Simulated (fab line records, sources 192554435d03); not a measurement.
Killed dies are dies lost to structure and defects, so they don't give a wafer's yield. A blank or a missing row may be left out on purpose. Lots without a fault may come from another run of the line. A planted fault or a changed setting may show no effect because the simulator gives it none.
Chamber matching | flow n5_finfet | N5_BEOL_M1_ETCH_69 on rie_diel-01: 4 sister chambers
The step etches SiARC in CF4, target depth 15.6 nm, time 26 s. 4 wafers are shown with their chamber, then 8 later ones without.

WAFERS WITH THEIR CHAMBER
wafer  | chamber | throttle_valve_pct (%)
L091.2 | 2       | 15.39
L092.1 | 1       | 16.09
L092.3 | 0       | 15.32
L094.2 | 3       | 15.51

WAFERS WITHOUT THEIR CHAMBER
wafer  | throttle_valve_pct (%)
L094.3 | 15.35
L094.4 | 15.43
L095.1 | 15.50
L095.4 | 15.42
L095.5 | 16.11
L097.3 | 15.35
L097.4 | 16.12
L097.5 | 15.35

WHICH CHAMBER EACH WENT THROUGH
wafer  | from the rows above     | in truth
L094.3 | can't be placed: 0 or 2 | 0
L094.4 | can't be placed: 2 or 3 | 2
L095.1 | 3                       | 3
L095.4 | 2                       | 2
L095.5 | 1                       | 1
L097.3 | can't be placed: 0 or 2 | 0
L097.4 | 1                       | 1
L097.5 | can't be placed: 0 or 2 | 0
Placed correctly: 4 of 8. Can't be placed from these rows: 4 (the true chamber is among the candidates in 4). Placed wrongly: 0.
How it was worked out, from the rows above alone: a wafer's distance from a chamber is the root of the sum, over the readings, of the square of ((its reading less the chamber's mean) divided by the reading's scatter). The wafer belongs to the nearest chamber; if the next one is less than 2 further off, it can't be placed. A chamber's mean is the mean of its shown wafers. The scatter: with one shown wafer a chamber, the root of the mean of the squares of how far each hidden wafer lies from its nearest shown one.
